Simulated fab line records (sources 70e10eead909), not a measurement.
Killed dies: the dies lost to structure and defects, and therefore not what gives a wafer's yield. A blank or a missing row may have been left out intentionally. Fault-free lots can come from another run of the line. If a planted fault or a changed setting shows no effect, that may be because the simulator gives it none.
fab line records	flow nand_harc	part 1 of 2: steps 1 to 4 of 6
[record] lots = 23	wafers = 69	last_day = 24
route steps=1159 shown A_STAIRCASE@624
lots that met no fault: from a run of the same line without faults
start_h: hours from the record's opening day to when the first of the lot's shown wafers began	wait_h: hours from the lot's prior step to this one	" repeats the value in the row above	L1.1+2: one row covering several wafers at once	- no value present, or no start provided	* or withheld: withheld	< > ~ a bound
route shown NAME@n: NAME is a module with steps in the file, n the number in the route of the first one	usual: the fault-free wafers' mean and standard deviation	same: alike in all rows	chamber/n: place in a boat	sites: readings site by site	_std_site: standard deviation across them	_edge_site: outer sites' mean less inner sites'	radius_mm: for every site, how far away it sits from the centre of the wafer	mask NAME#n: copy n	behind: the last tool/chamber to shape the wafer	hold: reason for holding the lot/hours on hold/outcome of the hold	device: which transistor (n, p or np) failed to switch	end of line: at the end of the route, the tests of the same wafers	where a step has no rows: the recipe by itself	killed: count of dies lost to structure and defects at first sort (not the wafer's yield)	map: a wafer's dies, x killed, . not, _ none there
set.NAME: setting as actually run; set.NAME@STEP: the setting as run at that earlier step	model.NAME: the simulator's own value behind a step, which no gauge read
steps of the route over a sample of lots; a table a step, a row a wafer
services: from which hour (start_h, from the record's first day; less than 0 if before it) a tool's chamber was out of use, for how many hours, and why
[[steps]]
[step NHARC_A_STAIRCASE_ETCH_230]
[recipe] target_depth_a = 1000	time_s = 40.5	ion_energy_ev = 400	c4f8_flow_sccm = 20	o2_flow_sccm = 10	ar_flow_sccm = withheld	rf_w = 600	bias_w = 1000	chemistry = C4F8/O2
[usual] oes_product_au = 0.953/0.02	rf_vpp_V = 898/4.8
[same] time_s = 40.5
lot.wafer	tool	chamber	start_h	wait_h	oes_product_au	rf_hours_counter_h	rf_vpp_V
L074.1	rie_diel-07	2	-	-	0.992	1	897
L074.3	"	0	"	"	0.957	1	894
L074.5	"	3	"	"	0.955	-	899
L076.2	rie_diel-07	1	-	-	0.940	7	897
L076.5	"	2	"	"	0.973	-	895
L076.6	"	3	"	"	0.961	-	899
L077.3	rie_diel-11	1	-	-	0.990	23	901
L077.4	"	2	"	"	0.998	24	900
L077.6	"	3	"	"	0.959	-	896
L075.1	rie_diel-13	2	-	-	0.928	54	903
L075.4	"	3	"	"	0.923	53	904
L075.6	"	0	"	"	0.908	-	905
L079.2	rie_diel-11	1	-	-	0.963	26	900
L079.3	"	3	"	"	0.926	27	895
L079.6	"	1	"	"	0.957	-	902
L078.3	rie_diel-07	0	-	-	0.921	9	893
L078.2	"	2	"	"	0.940	8	898
L078.6	"	3	"	"	0.914	-	897
L080.3	rie_diel-11	1	-	-	0.957	31	901
L080.1	"	2	"	"	0.934	32	901
L080.5	"	0	"	"	0.948	-	888
L081.4	rie_diel-11	2	-	-	0.943	33	900
L081.2	"	3	"	"	0.947	34	896
L081.3	"	0	"	"	0.965	33	889
L082.3	rie_diel-13	2	-	-	0.969	1	902
L082.2	"	1	"	"	0.937	2	903
L082.5	"	3	"	"	0.955	-	903
L086.3	rie_diel-11	2	-	-	0.951	48	899
L086.5	"	2	"	"	0.947	-	899
L086.6	"	3	"	"	0.934	-	894
L084.2	rie_diel-13	1	-	-	0.984	13	902
L084.3	"	2	"	"	0.989	12	902
L084.5	"	3	"	"	0.949	-	901
L088.1	rie_diel-11	0	-	-	0.938	50	888
L088.6	"	0	"	"	0.945	-	888
L088.5	"	1	"	"	0.948	-	899
L085.3	rie_diel-07	1	-	-	0.941	32	897
L085.4	"	2	"	"	0.971	27	896
L085.1	"	3	"	"	0.946	31	899
L087.1	rie_diel-13	3	-	-	0.944	17	902
L087.2	"	0	"	"	0.932	20	905
L087.6	"	3	"	"	0.927	-	902
L090.2	rie_diel-13	2	-	-	0.966	17	901
L090.1	"	3	"	"	0.947	19	901
L090.6	"	0	"	"	0.940	-	904
L089.2	rie_diel-11	3	-	-	0.926	54	894
L089.6	"	0	"	"	0.969	-	889
L089.5	"	1	"	"	0.959	-	900
L093.4	rie_diel-11	3	-	-	0.941	56	895
L093.3	"	0	"	"	0.963	59	888
L093.5	"	2	"	"	0.945	-	899
L091.1	rie_diel-13	2	-	-	0.971	21	902
L091.3	"	0	"	"	0.946	24	903
L091.4	"	1	"	"	0.933	23	902
L092.2	rie_diel-13	1	-	-	0.934	25	900
L092.4	"	2	"	"	0.951	22	903
L092.5	"	1	"	"	0.927	-	901
L095.2	rie_diel-13	0	-	-	0.957	32	904
L095.3	"	1	"	"	0.941	31	902
L095.5	"	0	"	"	0.957	-	903
L096.4	rie_diel-13	2	-	-	0.988	28	902
L096.1	"	0	"	"	0.960	33	905
L096.3	"	1	"	"	0.971	32	901
L094.4	rie_diel-11	1	-	-	0.967	1	902
L094.1	"	3	"	"	0.987	0	895
L094.5	"	1	"	"	0.958	-	900
L097.3	rie_diel-07	2	-	-	0.979	45	896
L097.2	"	3	"	"	0.951	47	897
L097.6	"	2	"	"	0.978	-	896
[step NHARC_A_STAIRCASE_TRIM_231]
[recipe] time_s = 211.2	o2_flow_sccm = 500	ar_flow_sccm = 0	bias_w = 0	chemistry = O2
[usual] drypump_motor_current_A = 5.9/0.32	oes_product_au = 1.005/0.013	rf_vpp_V = 58.0/0.82	showerhead_plenum_p_Torr = 3.59/0.13	throttle_valve_pct = 17.037/0.0084
[same] time_s = 211.2
lot.wafer	tool	chamber	start_h	wait_h	drypump_motor_current_A	oes_product_au	rf_hours_counter_h	rf_vpp_V	showerhead_plenum_p_Torr	throttle_valve_pct
L074.1	rie_diel-07	3	-	-	5.8	0.999	2	57.4	3.60	17.038
L074.3	"	0	"	"	6.3	0.991	1	58.0	3.49	17.034
L074.5	"	2	"	"	5.9	1.022	-	58.2	3.55	17.037
L076.2	rie_diel-07	1	-	-	6.0	1.012	7	58.4	3.55	17.032
L076.5	"	1	"	"	6.1	1.005	-	58.9	3.55	17.035
L076.6	"	2	"	"	5.9	1.016	-	56.8	3.54	17.046
L077.3	rie_diel-11	3	-	-	6.0	0.991	25	58.7	3.52	17.053
L077.4	"	0	"	"	5.4	1.006	24	57.8	3.32	17.026
L077.6	"	2	"	"	6.5	0.999	-	57.8	3.64	17.032
L075.4	rie_diel-13	2	-	-	6.0	1.008	54	59.1	3.71	17.027
L075.1	"	3	"	"	5.6	1.014	53	58.0	3.71	17.032
L075.6	"	1	"	"	5.6	0.989	-	58.3	3.70	17.044
L079.2	rie_diel-11	0	-	-	5.4	1.015	26	57.7	3.32	17.049
L079.3	"	2	"	"	6.5	1.016	26	58.0	3.64	17.035
L079.6	"	3	"	"	5.9	0.983	-	57.1	3.52	17.034
L078.3	rie_diel-07	3	-	-	5.8	0.998	9	58.6	3.60	17.042
L078.2	"	0	"	"	6.3	0.992	9	58.7	3.49	17.040
L078.6	"	2	"	"	5.9	1.027	-	58.3	3.54	17.041
L080.1	rie_diel-11	1	-	-	6.3	1.018	31	57.0	3.67	17.043
L080.3	"	3	"	"	5.9	0.977	33	58.2	3.52	17.049
L080.5	"	1	"	"	6.3	1.018	-	58.7	3.67	17.045
L081.4	rie_diel-11	3	-	-	6.0	0.983	34	59.2	3.52	17.031
L081.2	"	0	"	"	5.4	1.011	33	57.3	3.32	17.039
L081.3	"	1	"	"	6.3	1.014	32	57.9	3.67	17.039
L082.2	rie_diel-13	0	-	-	5.6	1.009	2	58.4	3.77	17.036
L082.3	"	2	"	"	6.0	1.012	1	59.4	3.71	17.034
L082.5	"	0	"	"	5.6	1.009	-	58.1	3.77	17.035
L086.3	rie_diel-11	0	-	-	5.4	1.020	50	56.7	3.31	17.054
L086.5	"	3	"	"	5.9	0.980	-	57.7	3.51	17.024
L086.6	"	0	"	"	5.4	1.029	-	56.5	3.31	17.042
L084.3	rie_diel-13	0	-	-	5.6	0.998	15	58.3	3.76	17.032
L084.2	"	3	"	"	5.6	0.995	13	56.6	3.70	17.039
L084.5	"	0	"	"	5.6	1.015	-	58.5	3.76	17.036
L088.1	rie_diel-11	2	-	-	6.5	1.020	48	58.1	3.62	17.035
L088.6	"	0	"	"	5.4	1.033	-	57.2	3.31	17.032
L088.5	"	1	"	"	6.3	1.015	-	57.9	3.66	17.033
L085.1	rie_diel-07	1	-	-	6.0	0.989	32	58.0	3.53	17.048
L085.4	"	2	"	"	5.9	1.016	27	57.3	3.53	17.043
L085.3	"	3	"	"	5.8	1.001	31	58.1	3.58	17.034
L087.1	rie_diel-13	1	-	-	5.6	1.002	18	58.0	3.69	17.036
L087.2	"	2	"	"	6.0	1.029	16	58.6	3.70	17.038
L087.6	"	3	"	"	5.6	0.995	-	59.3	3.70	17.045
L090.1	rie_diel-13	2	-	-	6.0	1.018	17	58.3	3.70	17.033
L090.2	"	3	"	"	5.6	0.986	19	58.7	3.70	17.047
L090.6	"	3	"	"	5.6	0.993	-	59.3	3.70	17.041
L089.2	rie_diel-11	0	-	-	5.4	1.029	57	57.4	3.31	17.039
L089.5	"	0	"	"	5.4	1.021	-	58.3	3.31	17.029
L089.6	"	1	"	"	6.3	1.016	-	58.7	3.66	17.034
L093.4	rie_diel-11	1	-	-	6.3	1.022	57	58.1	3.66	17.061
L093.3	"	2	"	"	6.5	1.009	56	57.3	3.62	17.042
L093.5	"	0	"	"	5.4	1.023	-	58.5	3.30	17.042
L091.1	rie_diel-13	0	-	-	5.6	1.007	25	57.4	3.75	17.024
L091.4	"	1	"	"	5.6	0.991	24	58.2	3.68	17.046
L091.3	"	2	"	"	6.0	1.029	21	59.8	3.69	17.027
L092.2	rie_diel-13	0	-	-	5.6	1.004	26	57.8	3.75	17.046
L092.4	"	1	"	"	5.6	1.003	25	57.5	3.68	17.018
L092.5	"	3	"	"	5.6	1.004	-	59.3	3.69	17.042
L095.2	rie_diel-13	1	-	-	5.6	0.993	31	58.2	3.68	17.040
L095.3	"	2	"	"	6.0	1.030	27	57.2	3.69	17.039
L095.5	"	1	"	"	5.6	1.000	-	58.9	3.68	17.048
L096.3	rie_diel-13	1	-	-	5.6	0.995	32	59.6	3.68	17.012
L096.4	"	3	"	"	5.6	0.996	29	57.0	3.69	17.040
L096.1	"	0	"	"	5.6	1.003	33	60.1	3.75	17.030
L094.1	rie_diel-11	0	-	-	5.4	1.006	1	55.6	3.30	17.024
L094.4	"	2	"	"	6.5	1.000	1	57.3	3.62	17.039
L094.5	"	3	"	"	5.9	1.012	-	56.7	3.50	17.023
L097.2	rie_diel-07	0	-	-	6.3	1.005	50	56.8	3.47	17.044
L097.3	"	1	"	"	6.1	0.994	51	56.7	3.52	17.037
L097.6	"	2	"	"	5.9	1.013	-	58.6	3.52	17.034
[step NHARC_A_STAIRCASE_ETCH_452]
[recipe] target_depth_a = 300	overetch_a = 30	time_s = 16.5	ion_energy_ev = 100	cf4_flow_sccm = 80	o2_flow_sccm = 20	ar_flow_sccm = 0	rf_w = 300	bias_w = 100	chemistry = CF4/O2
[usual] drypump_motor_current_A = 6.0/0.35	oes_product_au = 1.006/0.014	rf_vpp_V = 198.1/1.3	showerhead_plenum_p_Torr = 1.35/0.051	throttle_valve_pct = 13.399/0.0098
[same] time_s = 16.5
lot.wafer	tool	chamber	start_h	wait_h	drypump_motor_current_A	oes_product_au	rf_hours_counter_h	rf_vpp_V	showerhead_plenum_p_Torr	throttle_valve_pct
L074.1	rie_diel-07	0	-	-	6.3	1.006	5	198.9	1.32	13.411
L074.3	"	1	"	"	6.0	1.014	4	200.0	1.34	13.389
L074.5	"	0	"	"	6.3	1.008	-	198.1	1.32	13.408
L076.2	rie_diel-11	0	-	-	5.4	1.018	26	196.3	1.25	13.386
L076.6	"	3	"	"	5.9	0.997	-	196.9	1.33	13.385
L076.5	"	0	"	"	5.4	1.026	-	196.7	1.25	13.391
L077.4	rie_diel-11	1	-	-	6.3	1.014	26	198.2	1.39	13.397
L077.3	"	3	"	"	5.9	0.986	28	197.0	1.33	13.409
L077.6	"	1	"	"	6.3	1.018	-	198.4	1.39	13.392
L075.4	rie_diel-11	2	-	-	6.4	0.994	28	198.1	1.38	13.413
L075.1	"	1	"	"	6.3	1.017	27	199.0	1.39	13.405
L075.6	"	3	"	"	5.9	0.988	-	197.5	1.33	13.405
L079.3	rie_diel-13	0	-	-	5.7	0.995	65	199.3	1.43	13.391
L079.2	"	3	"	"	5.6	1.003	56	199.8	1.41	13.396
L079.6	"	1	"	"	5.6	0.978	-	200.0	1.40	13.384
L078.2	rie_diel-11	3	-	-	5.9	0.991	30	198.6	1.33	13.411
L078.3	"	0	"	"	5.4	1.019	29	196.0	1.25	13.410
L078.6	"	3	"	"	5.9	0.994	-	198.7	1.33	13.385
L080.1	rie_diel-11	0	-	-	5.4	1.013	35	194.8	1.25	13.395
L080.3	"	1	"	"	6.3	1.012	34	199.2	1.39	13.385
L080.5	"	2	"	"	6.4	1.013	-	198.3	1.38	13.410
L081.2	rie_diel-13	0	-	-	5.6	1.002	0	200.6	1.43	13.416
L081.3	"	1	"	"	5.6	0.986	0	200.1	1.40	13.385
L081.4	"	2	"	"	6.0	1.007	0	198.6	1.41	13.395
L082.3	rie_diel-13	0	-	-	5.6	1.002	5	199.8	1.43	13.387
L082.2	"	2	"	"	6.0	1.008	3	197.0	1.41	13.401
L082.5	"	0	"	"	5.6	1.004	-	200.3	1.43	13.388
L084.2	rie_diel-11	0	-	-	5.4	1.031	53	196.2	1.25	13.393
L084.3	"	1	"	"	6.3	1.005	51	198.8	1.39	13.386
L084.5	"	0	"	"	5.4	1.024	-	196.1	1.25	13.414
L086.3	rie_diel-07	2	-	-	5.9	1.025	29	196.6	1.34	13.397
L086.6	"	1	"	"	6.0	0.996	-	198.5	1.34	13.406
L086.5	"	2	"	"	5.9	1.026	-	199.4	1.34	13.396
L088.1	rie_diel-11	1	-	-	6.3	1.000	52	200.0	1.39	13.416
L088.5	"	2	"	"	6.4	1.011	-	198.7	1.37	13.405
L088.6	"	3	"	"	5.9	0.982	-	197.9	1.33	13.391
L085.1	rie_diel-07	1	-	-	6.0	0.995	37	197.4	1.34	13.399
L085.4	"	2	"	"	5.9	1.022	31	198.0	1.34	13.398
L085.3	"	0	"	"	6.3	1.005	35	197.8	1.31	13.394
L087.1	rie_diel-13	1	-	-	5.6	0.982	22	198.6	1.40	13.412
L087.2	"	2	"	"	6.0	1.023	19	198.8	1.40	13.399
L087.6	"	2	"	"	6.0	1.013	-	198.7	1.40	13.416
L090.2	rie_diel-11	3	-	-	5.9	0.985	57	198.3	1.32	13.419
L090.1	"	1	"	"	6.3	1.016	58	198.1	1.39	13.399
L090.6	"	2	"	"	6.4	1.011	-	199.2	1.37	13.407
L089.2	rie_diel-11	3	-	-	5.9	0.986	58	197.3	1.33	13.398
L089.5	"	2	"	"	6.4	1.010	-	200.2	1.37	13.392
L089.6	"	3	"	"	5.9	0.985	-	195.6	1.32	13.393
L093.3	rie_diel-11	2	-	-	6.4	1.013	59	197.6	1.37	13.389
L093.4	"	3	"	"	5.9	0.980	58	198.1	1.32	13.410
L093.5	"	1	"	"	6.3	1.013	-	199.0	1.38	13.394
L091.3	rie_diel-07	2	-	-	5.8	1.030	35	197.8	1.33	13.380
L091.1	"	3	"	"	5.8	0.998	40	196.7	1.36	13.401
L091.4	"	0	"	"	6.3	1.016	40	196.4	1.31	13.416
L092.2	rie_diel-11	1	-	-	6.3	1.021	60	199.3	1.38	13.398
L092.4	"	3	"	"	5.9	0.984	60	199.9	1.32	13.395
L092.5	"	0	"	"	5.4	1.033	-	196.0	1.25	13.393
L095.3	rie_diel-07	2	-	-	5.9	1.028	41	197.4	1.33	13.417
L095.2	"	3	"	"	5.8	0.994	43	196.4	1.35	13.400
L095.5	"	0	"	"	6.3	1.013	-	197.7	1.31	13.405
L096.4	rie_diel-11	2	-	-	6.5	1.007	1	199.6	1.37	13.388
L096.1	"	0	"	"	5.4	1.017	1	195.4	1.24	13.411
L096.3	"	1	"	"	6.3	0.993	1	198.9	1.38	13.391
L094.4	rie_diel-13	3	-	-	5.6	1.001	36	198.1	1.40	13.398
L094.1	"	2	"	"	6.0	1.011	34	198.8	1.40	13.385
L094.5	"	3	"	"	5.6	0.995	-	200.5	1.40	13.399
L097.2	rie_diel-07	0	-	-	6.3	1.013	53	198.4	1.31	13.396
L097.3	"	1	"	"	6.0	1.001	53	199.2	1.33	13.381
L097.6	"	0	"	"	6.3	1.003	-	195.9	1.31	13.396
[step NHARC_A_STAIRCASE_STRIP_295]
[recipe] o2_flow_sccm = 500	ar_flow_sccm = 0	bias_w = 0	chemistry = O2
[usual] drypump_motor_current_A = 6.0/0.34	oes_product_au = 1.006/0.013	rf_vpp_V = 57.9/0.91	showerhead_plenum_p_Torr = 3.56/0.13	throttle_valve_pct = 17.035/0.0077
lot.wafer	tool	chamber	start_h	wait_h	drypump_motor_current_A	oes_product_au	rf_hours_counter_h	rf_vpp_V	showerhead_plenum_p_Torr	throttle_valve_pct
L074.3	rie_diel-07	1	-	-	6.1	1.007	4	57.9	3.55	17.042
L074.1	"	0	"	"	6.3	0.989	6	57.0	3.49	17.032
L074.5	"	1	"	"	6.1	1.017	-	58.3	3.55	17.040
L076.2	rie_diel-11	2	-	-	6.5	1.012	27	58.0	3.64	17.026
L076.6	"	3	"	"	5.9	1.013	-	56.9	3.52	17.032
L076.5	"	0	"	"	5.4	1.014	-	57.7	3.32	17.026
L077.3	rie_diel-11	1	-	-	6.3	1.009	27	57.1	3.67	17.023
L077.4	"	2	"	"	6.5	1.008	28	58.1	3.64	17.038
L077.6	"	0	"	"	5.4	1.021	-	56.3	3.32	17.043
L075.1	rie_diel-11	2	-	-	6.5	1.012	28	56.2	3.64	17.031
L075.4	"	0	"	"	5.4	1.016	29	58.2	3.32	17.020
L075.6	"	3	"	"	6.0	0.991	-	58.7	3.52	17.032
L078.2	rie_diel-11	2	-	-	6.5	1.013	30	58.1	3.63	17.033
L078.3	"	0	"	"	5.4	1.015	30	57.3	3.32	17.038
L078.6	"	1	"	"	6.3	1.017	-	57.9	3.67	17.050
L079.3	rie_diel-13	2	-	-	6.0	0.997	60	59.1	3.71	17.035
L079.2	"	0	"	"	5.6	0.973	67	57.3	3.77	17.049
L079.6	"	2	"	"	6.0	1.001	-	59.9	3.71	17.026
L080.1	rie_diel-11	3	-	-	5.9	0.999	34	56.9	3.52	17.037
L080.3	"	0	"	"	5.4	1.020	35	57.4	3.32	17.032
L080.5	"	2	"	"	6.5	1.010	-	57.6	3.63	17.034
L081.4	rie_diel-13	0	-	-	5.6	1.001	2	58.4	3.77	17.025
L081.2	"	2	"	"	6.0	1.017	1	58.3	3.71	17.044
L081.3	"	3	"	"	5.6	0.987	1	56.3	3.71	17.043
L082.3	rie_diel-13	1	-	-	5.6	0.984	5	58.9	3.69	17.022
L082.2	"	3	"	"	5.6	0.984	4	58.7	3.71	17.034
L082.5	"	1	"	"	5.6	0.992	-	59.0	3.69	17.042
L084.3	rie_diel-11	3	-	-	5.9	0.978	51	56.9	3.51	17.033
L084.2	"	0	"	"	5.4	1.021	54	57.8	3.31	17.029
L084.5	"	3	"	"	5.9	0.990	-	57.5	3.51	17.031
L086.3	rie_diel-07	2	-	-	5.9	1.034	30	58.8	3.53	17.033
L086.6	"	0	"	"	6.3	1.006	-	57.9	3.47	17.040
L086.5	"	1	"	"	6.0	0.994	-	59.0	3.53	17.031
L088.1	rie_diel-11	2	-	-	6.5	1.013	52	57.8	3.62	17.019
L088.6	"	3	"	"	6.0	0.993	-	57.0	3.51	17.036
L088.5	"	0	"	"	5.5	1.022	-	57.1	3.31	17.045
L085.3	rie_diel-07	3	-	-	5.8	0.999	36	57.6	3.58	17.022
L085.1	"	0	"	"	6.3	1.001	36	56.3	3.47	17.038
L085.4	"	1	"	"	6.0	0.992	37	59.0	3.53	17.025
L087.1	rie_diel-13	0	-	-	5.6	1.001	24	57.7	3.75	17.036
L087.2	"	3	"	"	5.6	0.983	22	57.4	3.70	17.031
L087.6	"	0	"	"	5.6	0.998	-	58.3	3.75	17.037
L090.1	rie_diel-11	1	-	-	6.3	1.021	58	56.9	3.65	17.042
L090.2	"	2	"	"	6.5	1.010	58	57.2	3.62	17.036
L090.6	"	1	"	"	6.3	1.014	-	58.1	3.65	17.041
L089.2	rie_diel-11	0	-	-	5.4	1.028	61	57.0	3.30	17.043
L089.5	"	2	"	"	6.5	1.019	-	57.3	3.62	17.038
L089.6	"	3	"	"	5.9	0.985	-	57.3	3.50	17.035
L093.3	rie_diel-11	1	-	-	6.3	1.021	60	58.4	3.65	17.048
L093.4	"	0	"	"	5.4	1.021	61	56.6	3.30	17.038
L093.5	"	2	"	"	6.5	1.007	-	56.5	3.62	17.036
L091.4	rie_diel-07	0	-	-	6.3	1.015	41	56.8	3.47	17.034
L091.3	"	1	"	"	6.1	0.998	42	55.5	3.53	17.027
L091.1	"	3	"	"	5.9	1.002	41	57.7	3.58	17.034
L092.2	rie_diel-11	0	-	-	5.4	1.017	63	57.9	3.30	17.011
L092.5	"	1	"	"	6.4	1.026	-	58.1	3.65	17.017
L092.4	"	0	"	"	5.4	1.019	-	56.2	3.30	17.035
L095.2	rie_diel-07	0	-	-	6.4	1.007	48	58.5	3.47	17.031
L095.3	"	1	"	"	6.1	1.002	48	58.9	3.52	17.022
L095.5	"	3	"	"	5.8	1.021	-	58.7	3.58	17.037
L096.3	rie_diel-11	2	-	-	6.5	1.007	2	60.0	3.61	17.026
L096.4	"	3	"	"	6.0	1.010	2	57.4	3.50	17.032
L096.1	"	1	"	"	6.3	1.010	4	59.0	3.65	17.028
L094.1	rie_diel-13	3	-	-	5.6	1.009	37	59.3	3.69	17.041
L094.4	"	1	"	"	5.6	0.986	39	58.2	3.68	17.035
L094.5	"	2	"	"	6.0	1.011	-	58.2	3.69	17.021
L097.3	rie_diel-07	1	-	-	6.1	0.991	54	57.7	3.52	17.036
L097.2	"	3	"	"	5.8	0.994	50	57.8	3.57	17.037
L097.6	"	2	"	"	5.9	1.024	-	58.1	3.52	17.026
